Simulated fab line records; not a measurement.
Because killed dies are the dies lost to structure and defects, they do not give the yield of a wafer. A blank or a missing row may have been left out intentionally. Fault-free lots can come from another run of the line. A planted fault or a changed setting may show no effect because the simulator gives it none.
Split-lot experiment -- flow n5-finfet -- 39 wafers read from 7 lots, route of 1938 steps

== ABOUT THE SPLIT ==
At N5_FIN_SAQP_HM_DEP_03 (deposits SiNx from SiH4/NH3/N2, target thk 38 nm, time 33.6 s), the setting target-thk-a was moved away from the recipe's 380 angstrom on 12 of the 39 wafers read, by -43.3% to +33.9%. This setting was run at the recipe's value on the other wafers.

== FROM THE SPLIT TO THE READING: what the file shows between them, 4 steps ==
- N5_FIN_SAQP_THK_MEAS_05
- N5_FIN_SAQP_PECVD_47: deposits a-Si from SiH4/He, target thk 45 nm, time 36.3 s
- N5_FIN_SAQP_PECVD_48: deposits SiNx from SiH4/NH3/N2, target thk 25 nm, time 22.1 s
- N5_FIN_SAQP_MANDREL2_REMOVE_60: chemistry HBr/Cl2/O2, target a-Si, stops on SiNx, bt time 10 s

== THE READING ==
etch.depth-nm (the simulator's own value, which no gauge read), in nm, at N5_FIN_SAQP_HM_OPEN_33 (chemistry CH3F/O2, target SiNx, target depth 49.4 nm, time 70.6 s). The file gives no usual value for it. The 27 wafers here that ran the recipe average 37.32 nm, standard deviation 0.4 nm.

wafer,"tool, chamber at the split","target-thk-a as run, angstrom",against the recipe,"etch.depth-nm, nm",against lot-mates on the recipe
L077.1,"pecvd-04, 1",508.9,+33.9%,50.2,+12.76
L077.2,"pecvd-04, 0",380,recipe,37.07,-
L077.3,"pecvd-04, 2",380,recipe,37.1,-
L077.4,"pecvd-04, 2",508.9,+33.9%,50.54,+13.10
L077.5,"pecvd-04, 0",380,recipe,38.14,-
L077.6,"pecvd-04, 1",508.9,+33.9%,51.24,+13.80
L079.1,"pecvd-03, 2",380,recipe,37.18,-
L079.2,"pecvd-03, 1",215.6,-43.3%,20.42,-16.64
L079.3,"pecvd-03, 0",380,recipe,36.71,-
L079.4,"pecvd-03, 0",215.6,-43.3%,21.28,-15.78
L079.5,"pecvd-03, 2",380,recipe,37.28,-
L079.6,"pecvd-03, 1",215.6,-43.3%,20.7,-16.36
L083.1,"pecvd-04, 0",380,recipe,37.45,-
L083.2,"pecvd-04, 2",380,recipe,37.04,-
L083.5,"pecvd-04, 1",380,recipe,37.59,-
L084.1,"pecvd-03, 1",268.3,-29.4%,25.69,-11.81
L084.2,"pecvd-03, 2",380,recipe,37.42,-
L084.3,"pecvd-03, 0",268.3,-29.4%,26.08,-11.42
L084.4,"pecvd-03, 0",268.3,-29.4%,25.87,-11.63
L084.5,"pecvd-03, 1",380,recipe,37.28,-
L084.6,"pecvd-03, 2",380,recipe,37.8,-
L086.1,"pecvd-01, 1",380,recipe,36.64,-
L086.2,"pecvd-01, 2",380,recipe,36.86,-
L086.3,"pecvd-01, 0",380,recipe,37.06,-
L086.4,"pecvd-01, 1,0",380,recipe,37.63,-
L086.5,"pecvd-01, 1,0",380,recipe,37.65,-
L086.6,"pecvd-01, 2",380,recipe,37.73,-
L090.1,"pecvd-03, 2",380,recipe,37.47,-
L090.2,"pecvd-03, 0",380,recipe,37.37,-
L090.3,"pecvd-03, 1",380,recipe,36.88,-
L090.4,"pecvd-03, 2",380,recipe,38.11,-
L090.5,"pecvd-03, 1",380,recipe,37.57,-
L090.6,"pecvd-03, 0",380,recipe,36.96,-
L091.1,"pecvd-04, 2",380,recipe,37.32,-
L091.2,"pecvd-04, 0",225.9,-40.6%,21.7,-15.55
L091.3,"pecvd-04, 1",380,recipe,36.65,-
L091.4,"pecvd-04, 2",225.9,-40.6%,21.64,-15.61
L091.5,"pecvd-04, 1",225.9,-40.6%,21.24,-16.01
L091.6,"pecvd-04, 0",380,recipe,37.77,-
If several chambers appear in one row, that row covers several wafers at once and the file leaves open which wafer was in which chamber.

THE FIT
A straight line over all 39 wafers: etch.depth-nm changes by +0.388 nm for each +1% of target-thk-a; r = +1.00; the points scatter about the line by 0.4 nm.
The same after taking each lot's own level away (the mean of its wafers on the recipe; 39 wafers): +0.385 nm for each +1%; r = +1.00; scatter 0.4 nm.
According to that fit, moving target-thk-a by its largest amount changes the reading by 17 nm.
The span of the lots' own levels, 37.057 to 37.500 nm, comes to 1.1 times the standard deviation stated above.
The two slopes agree, so the slope changes little with the lot-to-lot level.
Check: -16.7 nm against its lot-mates is what the line predicts for one of the wafers moved furthest among these (-43.3%) when that wafer is left out of the fit. Against them it came out at -16.6 nm.

== THE WHOLE CHAIN: every reading that the file lists as answering this split, in the file's order ==
step,what it does,reading,change (the file's fit),r (the file's)
N5_FIN_SAQP_HM_DEP_03,"deposits SiNx from SiH4/NH3/N2, target thk 38 nm, time 33.6 s","SiNx_of_FIN_SAQP_HM_DEP_03.thk-nm (the simulator's own value, which no gauge read)",+0.385 nm for each +1% of the setting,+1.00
N5_FIN_SAQP_THK_MEAS_05,,thk-nm,withheld for each +1% of the setting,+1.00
N5_FIN_SAQP_HM_OPEN_33,"chemistry CH3F/O2, target SiNx, target depth 49.4 nm, time 70.6 s",etch-rf-on-time-s,withheld for each +1% of the setting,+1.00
N5_FIN_SAQP_HM_OPEN_33,"chemistry CH3F/O2, target SiNx, target depth 49.4 nm, time 70.6 s","etch.depth-nm (the simulator's own value, which no gauge read)",+0.385 nm for each +1% of the setting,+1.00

== FILE'S OWN FIT ==
etch.depth-nm changes by +0.385 nm for each +1% of target-thk-a, r = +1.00.
